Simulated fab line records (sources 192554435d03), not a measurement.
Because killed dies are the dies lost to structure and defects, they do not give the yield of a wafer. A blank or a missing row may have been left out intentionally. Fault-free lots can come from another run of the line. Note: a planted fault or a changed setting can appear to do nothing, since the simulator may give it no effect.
fab line records	flow n5_finfet	part 2 of 2: steps 5 to 6 of 6
[record] lots = 20	wafers = 60	last_day = 18
route steps=1938 shown BEOL_M0_SAQP@698 BEOL_M0@717 BEOL_M1@775
lots untouched by any fault: they come from a run of this same line in which no faults occurred
start_h: the number of hours between the record's first day and the start of the first shown wafer of the lot	wait_h: how many hours have passed since the lot's step before this one	" identical to the entry in the row above	L1.1+2: several wafers, shown together as one row	- either no value or no given start	* or withheld: withheld	< > ~ a bound
route shown NAME@n: names a module that has steps shown in the file, with the first one's number in the route	usual: mean/standard deviation of fault-free wafers	same: alike in all rows	chamber/n: place in a boat	sites: each site's reading	_std_site: standard deviation across them	_edge_site: the outer-site mean with the inner-site mean subtracted	radius_mm: for every site, how far away it sits from the centre of the wafer	mask NAME#n: copy n	behind: tool/chamber where the wafer was last shaped	hold: what put the lot on hold/how long, in hours/how the hold closed	device: which transistor (n, p or np) failed to switch	end of line: tests run on the same wafers once the route is complete	a step with no rows: only its recipe	killed: count of dies lost to structure and defects at first sort (not the wafer's yield)	map: dies across one wafer; x = killed, . = not, _ = none there
set.NAME: the run value of the setting; set.NAME@STEP: its run value at that earlier step	model.NAME: the simulator's own value behind a step, which no gauge read
steps of the route over a sample of lots; a table a step, a row a wafer
services: when a tool's chamber went out of use (start_h, in hours from the record's first day, below 0 if earlier), for how many hours, and the reason
[[steps]]
[step N5_BEOL_M1_STRIP_19]
[recipe] chemistry = O2	power_w = 400	temp_c = 40	pressure_mtorr = 30	rf_frequency_hz = 6e+07	bias_power_w = 0	overash_fraction = 0.2	o2_flow_sccm = 225
[usual] chamber_pressure_mTorr = 30.004/0.028	drypump_motor_current_A = 5.8/0.49	oes_product_au = 0.76/0.072	rf_vpp_V = 3.6/0.49	showerhead_plenum_p_Torr = 2.09/0.078	throttle_valve_pct = 16.78/0.29
lot.wafer	tool	chamber	start_h	wait_h	chamber_pressure_mTorr	drypump_motor_current_A	oes_product_au	rf_hours_counter_h	rf_vpp_V	showerhead_plenum_p_Torr	throttle_valve_pct
L074.3	rie_diel-03	1	121.25	0.3	29.993	5.7	0.77	165	4.1	2.03	16.98
L074.5	"	3	"	"	30.028	5.1	0.75	-	3.3	2.08	16.85
L074.6	"	2	"	"	30.033	5.3	0.71	-	3.2	2.16	16.87
L075.2	rie_diel-01	0	126.37	0.1	30.055	5.5	0.93	11	3.2	2.12	16.26
L075.4	"	2	"	"	30.033	5.7	0.72	219	3.8	2.10	17.23
L075.6	"	2	"	"	30.014	5.7	0.72	-	3.5	2.10	17.21
L076.1	rie_diel-01	0	130.75	0.1	29.948	5.6	0.92	13	4.5	2.12	16.27
L076.4	"	2	"	"	30.003	5.7	0.72	220	2.7	2.10	17.24
L076.5	"	3	"	"	29.968	6.6	0.75	-	3.2	2.20	16.94
L077.1	rie_diel-01	3	138.51	0.1	30.042	6.6	0.76	157	3.3	2.19	16.93
L077.4	"	1	"	"	29.996	6.6	0.69	212	3.7	1.98	16.37
L077.6	"	2	"	"	30.062	5.7	0.73	-	4.3	2.10	17.25
L078.1	rie_diel-02	0	146.46	0.1	29.943	5.3	0.88	27	4.3	2.08	16.66
L078.5	"	3	"	"	30.017	5.5	0.90	-	4.1	2.26	16.56
L078.6	"	2	"	"	29.995	5.6	0.74	-	4.1	2.00	16.76
L079.1	rie_diel-02	2	151.72	0.1	30.031	5.6	0.73	211	3.4	2.00	16.77
L079.2	"	3	"	"	30.037	5.5	0.89	38	3.5	2.25	16.55
L079.3	"	1	"	"	29.981	6.2	0.74	184	3.3	2.07	16.54
L080.1	rie_diel-01	2	158.07	0.2	29.974	5.7	0.70	228	4.1	2.09	17.26
L080.3	"	0	"	"	29.948	5.5	0.92	20	3.6	2.12	16.29
L080.6	"	3	"	"	30.019	6.6	0.75	-	3.9	2.19	16.95
L081.1	rie_diel-02	3	169.86	0.1	29.999	5.5	0.88	43	4.3	2.25	16.56
L081.2	"	1	"	"	30.008	6.2	0.74	188	2.9	2.07	16.53
L081.5	"	0	"	"	29.991	5.2	0.85	-	3.9	2.08	16.66
L082.3	rie_diel-02	0	171.81	0.1	30.072	5.2	0.86	34	3.1	2.08	16.66
L082.4	"	1	"	"	30.046	6.2	0.74	188	3.8	2.07	16.53
L082.6	"	2	"	"	29.970	5.6	0.73	-	3.2	2.00	16.77
L086.2	rie_diel-01	1	195.31	0.1	30.001	6.6	0.68	229	3.1	1.98	16.41
L086.3	"	0	"	"	30.022	5.5	0.89	31	3.2	2.12	16.30
L086.5	"	1	"	"	30.043	6.6	0.68	-	3.7	1.98	16.38
L085.1	rie_diel-01	0	195.59	0.1	30.045	5.5	0.89	32	3.9	2.12	16.33
L085.2	"	3	"	"	30.020	6.6	0.74	173	3.1	2.19	16.98
L085.5	"	3	"	"	29.959	6.6	0.74	-	3.8	2.19	16.97
L087.1	rie_diel-01	3	200.21	0.1	29.978	6.6	0.73	175	3.2	2.19	16.97
L087.4	"	2	"	"	30.005	5.7	0.70	241	4.3	2.09	17.28
L087.5	"	2	"	"	30.043	5.7	0.71	-	3.8	2.09	17.27
L089.1	rie_diel-01	0	213.62	0.3	29.988	5.6	0.87	37	4.0	2.11	16.32
L089.5	"	2	"	"	29.994	5.7	0.70	-	3.4	2.09	17.29
L089.6	"	1	"	"	30.009	6.6	0.67	-	3.7	1.97	16.41
L090.3	rie_diel-03	0	220.40	0.1	29.986	5.6	0.71	234	4.3	2.14	17.08
L090.4	"	3	"	"	29.993	5.1	0.73	212	3.9	2.07	16.92
L090.6	"	0	"	"	30.005	5.6	0.71	-	3.8	2.14	17.09
L091.1	rie_diel-02	0	222.58	0.1	30.044	5.2	0.84	46	3.1	2.07	16.69
L091.5	"	0	"	"	29.977	5.3	0.83	-	3.5	2.07	16.70
L091.6	"	1	"	"	30.018	6.3	0.73	-	3.4	2.06	16.57
L092.1	rie_diel-01	2	235.10	0.1	30.030	5.7	0.70	254	3.2	2.08	17.29
L092.3	"	1	"	"	30.017	6.6	0.67	244	4.3	1.97	16.45
L092.4	"	0	"	"	29.999	5.6	0.85	46	3.1	2.11	16.34
L093.1	rie_diel-02	2	235.86	0.1	30.003	5.6	0.72	232	3.6	1.99	16.78
L093.4	"	0	"	"	30.030	5.2	0.84	48	4.1	2.07	16.67
L093.6	"	1	"	"	29.979	6.2	0.72	-	3.9	2.06	16.56
L094.2	rie_diel-01	3	242.23	0.2	29.992	6.6	0.73	189	3.4	2.18	16.99
L094.4	"	1	"	"	30.008	6.6	0.66	-	3.8	1.97	16.44
L094.5	"	0	"	"	29.974	5.5	0.86	-	3.3	2.11	16.35
L096.1	rie_diel-03	0	257.60	0.1	30.016	5.7	0.70	246	3.3	2.14	17.13
L096.4	"	3	"	"	30.000	5.1	0.72	-	3.9	2.07	16.92
L096.5	"	1	"	"	29.955	5.7	0.73	-	3.4	2.01	17.07
L097.1	rie_diel-02	0	267.61	0.2	30.038	5.2	0.83	58	3.1	2.07	16.71
L097.5	"	1	"	"	29.982	6.3	0.72	-	3.8	2.06	16.59
L097.6	"	2	"	"	29.990	5.6	0.71	-	3.3	1.99	16.81
[step N5_BEOL_M1_STRIP_36]
[recipe] chemistry = N2/H2	power_w = 450	temp_c = 40	pressure_mtorr = 20	rf_frequency_hz = 6e+07	overash_fraction = 0.3	bias_power_w = 7	h2_frac = 0.5	n2_flow_sccm = 200	h2_flow_sccm = 200
[usual] chamber_pressure_mTorr = 20.00/0.03	drypump_motor_current_A = 5.8/0.49	h2_flow_sccm = 200.1/0.61	oes_product_au = 0.76/0.082	power_w = 449.9/1.3	rf_vpp_V = 58.9/1.5	showerhead_plenum_p_Torr = 2.52/0.088	throttle_valve_pct = 23.6/0.34
lot.wafer	tool	chamber	start_h	wait_h	chamber_pressure_mTorr	drypump_motor_current_A	h2_flow_sccm	oes_product_au	power_w	rf_hours_counter_h	rf_vpp_V	showerhead_plenum_p_Torr	throttle_valve_pct
L074.3	rie_diel-03	3	124.70	0.0	20.00	5.1	199.3	0.74	449.4	183	59.6	2.54	23.8
L074.5	"	0	"	"	20.01	5.7	200.5	0.73	450.7	-	54.4	2.62	23.9
L074.6	"	3	"	"	20.03	5.1	199.6	0.74	448.4	-	58.8	2.54	23.8
L075.2	rie_diel-01	0	127.84	0.0	20.03	5.5	199.7	0.94	448.8	12	61.6	2.58	23.1
L075.4	"	1	"	"	20.00	6.6	200.6	0.69	451.1	209	59.2	2.40	23.2
L075.6	"	0	"	"	19.99	5.5	200.4	0.92	449.2	-	57.2	2.58	23.1
L076.1	rie_diel-02	3	132.38	0.0	19.97	5.5	199.7	0.89	449.4	31	61.6	2.66	23.2
L076.4	"	1	"	"	20.03	6.3	198.5	0.74	452.2	177	59.2	2.53	23.7
L076.5	"	1	"	"	20.00	6.2	199.2	0.75	450.8	-	59.5	2.53	23.7
L077.1	rie_diel-01	0	144.45	0.0	19.99	5.6	199.9	0.94	449.4	16	60.3	2.58	23.1
L077.4	"	1	"	"	20.01	6.6	200.6	0.68	450.9	214	59.4	2.40	23.2
L077.6	"	1	"	"	19.99	6.6	200.3	0.70	448.7	-	59.3	2.40	23.2
L078.1	rie_diel-02	1	150.44	0.0	20.00	6.3	202.3	0.74	451.9	184	59.3	2.53	23.7
L078.5	"	0	"	"	20.06	5.3	199.8	0.86	449.3	-	57.1	2.48	23.7
L078.6	"	3	"	"	20.01	5.5	199.4	0.90	448.7	-	60.6	2.66	23.2
L079.1	rie_diel-02	1	153.45	0.0	20.03	6.2	199.7	0.74	450.2	185	59.3	2.53	23.7
L079.2	"	3	"	"	20.00	5.5	200.4	0.88	451.1	38	59.9	2.66	23.2
L079.3	"	0	"	"	20.02	5.3	201.1	0.88	448.1	29	57.8	2.48	23.7
L080.1	rie_diel-01	3	169.28	0.0	19.99	6.6	200.3	0.73	451.1	165	58.6	2.65	24.0
L080.3	"	1	"	"	20.07	6.6	200.8	0.68	449.9	220	60.4	2.40	23.2
L080.6	"	1	"	"	20.04	6.6	200.7	0.69	451.0	-	56.4	2.40	23.2
L081.1	rie_diel-01	0	173.14	0.0	19.98	5.6	200.3	0.91	450.9	25	60.2	2.58	23.1
L081.2	"	1	"	"	19.97	6.6	200.6	0.68	448.8	222	57.4	2.40	23.2
L081.5	"	1	"	"	20.02	6.6	201.2	0.67	451.1	-	58.8	2.40	23.2
L082.3	rie_diel-02	3	174.42	0.0	20.01	5.5	199.7	0.87	451.2	45	56.4	2.66	23.3
L082.4	"	0	"	"	20.03	5.3	199.1	0.86	449.5	34	58.6	2.48	23.7
L082.6	"	2	"	"	19.91	5.7	200.7	0.73	451.0	-	55.7	2.40	23.6
L086.2	rie_diel-03	0	198.84	0.0	20.03	5.7	199.4	0.72	449.4	227	59.6	2.61	24.0
L086.3	"	2	"	"	20.00	5.3	199.4	0.71	449.4	234	57.9	2.59	23.7
L086.5	"	2	"	"	20.00	5.3	200.4	0.71	449.6	-	60.6	2.59	23.7
L085.1	rie_diel-02	0	204.29	0.0	19.97	5.3	200.0	0.84	450.6	44	57.3	2.48	23.7
L085.2	"	1	"	"	19.97	6.2	199.9	0.72	450.1	198	59.6	2.52	23.7
L085.5	"	1	"	"	20.06	6.2	199.7	0.73	451.4	-	57.2	2.52	23.7
L087.1	rie_diel-03	2	205.53	0.0	20.00	5.3	200.4	0.70	449.6	237	57.2	2.59	23.7
L087.4	"	1	"	"	19.97	5.7	200.0	0.73	448.1	190	58.7	2.43	24.1
L087.5	"	0	"	"	20.05	5.6	199.8	0.71	449.0	-	59.2	2.61	24.0
L089.1	rie_diel-03	3	216.47	0.0	20.00	5.1	200.5	0.73	451.0	211	56.2	2.52	23.8
L089.5	"	3	"	"	20.04	5.1	200.3	0.72	450.4	-	59.4	2.52	23.8
L089.6	"	2	"	"	20.05	5.2	200.5	0.70	448.8	-	58.8	2.58	23.7
L090.3	rie_diel-01	0	222.34	0.0	20.04	5.6	200.1	0.88	448.6	42	59.4	2.57	23.1
L090.4	"	1	"	"	20.01	6.6	199.5	0.68	448.8	-	59.0	2.39	23.2
L090.6	"	0	"	"	20.03	5.5	200.3	0.87	448.7	-	58.7	2.57	23.1
L091.1	rie_diel-01	1	230.86	0.0	19.98	6.6	201.0	0.67	450.0	243	59.3	2.39	23.2
L091.5	"	1	"	"	20.02	6.6	200.3	0.67	446.9	-	57.5	2.39	23.2
L091.6	"	0	"	"	19.97	5.5	200.3	0.87	449.9	-	59.7	2.57	23.1
L093.1	rie_diel-01	1	236.93	0.0	20.05	6.6	199.7	0.67	451.7	244	60.2	2.39	23.2
L093.4	"	3	"	"	19.98	6.6	199.5	0.74	449.3	186	61.4	2.64	24.1
L093.6	"	0	"	"	19.99	5.6	200.2	0.86	449.0	-	59.7	2.57	23.1
L092.1	rie_diel-02	0	237.09	0.0	20.02	5.3	200.8	0.84	450.9	48	61.6	2.47	23.8
L092.3	"	1	"	"	19.96	6.2	199.3	0.73	449.4	205	58.3	2.52	23.7
L092.4	"	2	"	"	20.01	5.6	199.8	0.71	447.8	232	60.0	2.40	23.6
L094.2	rie_diel-03	3	247.23	0.0	20.05	5.1	200.1	0.72	451.4	221	58.0	2.52	23.9
L094.4	"	0	"	"	20.01	5.7	200.3	0.70	449.9	-	60.0	2.61	24.0
L094.5	"	1	"	"	20.02	5.7	199.9	0.73	449.6	-	59.1	2.43	24.1
L096.1	rie_diel-03	0	262.10	0.0	19.97	5.6	199.8	0.70	449.3	248	59.0	2.60	24.0
L096.4	"	1	"	"	20.02	5.7	199.5	0.74	450.2	210	58.0	2.43	24.2
L096.5	"	1	"	"	20.00	5.7	200.3	0.73	448.5	-	56.7	2.43	24.1
L097.1	rie_diel-02	0	271.40	0.0	19.98	5.3	200.6	0.82	451.8	59	56.8	2.47	23.8
L097.5	"	2	"	"	19.98	5.6	200.3	0.71	449.8	-	57.5	2.39	23.6
L097.6	"	1	"	"	19.96	6.2	201.2	0.71	451.5	-	58.4	2.52	23.7
[[services]]
tool	chamber	start_h	hours	kind
rie_diel-05	2	90.55	4.2	repair
pecvd-03	2	92.75	11.3	repair
rie_diel-01	-	94.55	4.1	repair
ald_sin-01	2	96.23	8.8	repair
rie_diel-06	0	107.86	29.5	repair
rie_diel-05	2	112.56	7.4	repair
pvd_sputter-03	-	114.84	6.2	repair
rie_diel-04	2	130.36	10.1	repair
rie_diel-05	3	134.08	65.0	repair
ald_sin-01	-	145.61	14.6	pm
ald_sin-04	-	179.19	14.0	pm
rie_diel-05	1	183.09	9.7	repair
pecvd-01	2	185.92	28.9	repair
rie_diel-02	-	204.96	14.6	pm
rie_diel-05	3	209.61	4.5	repair
rie_diel-01	3	218.89	5.0	repair
ald_sin-04	0	220.84	3.6	repair
rie_diel-05	0	223.81	5.5	repair
rie_diel-02	0	225.17	5.2	repair
rie_diel-01	2	237.75	12.4	repair
ald_sin-04	-	241.78	0.4	repair
rie_diel-04	-	266.81	2.4	repair
rie_diel-06	-	267.21	0.6	repair
ald_sin-03	-	270.82	1.1	repair
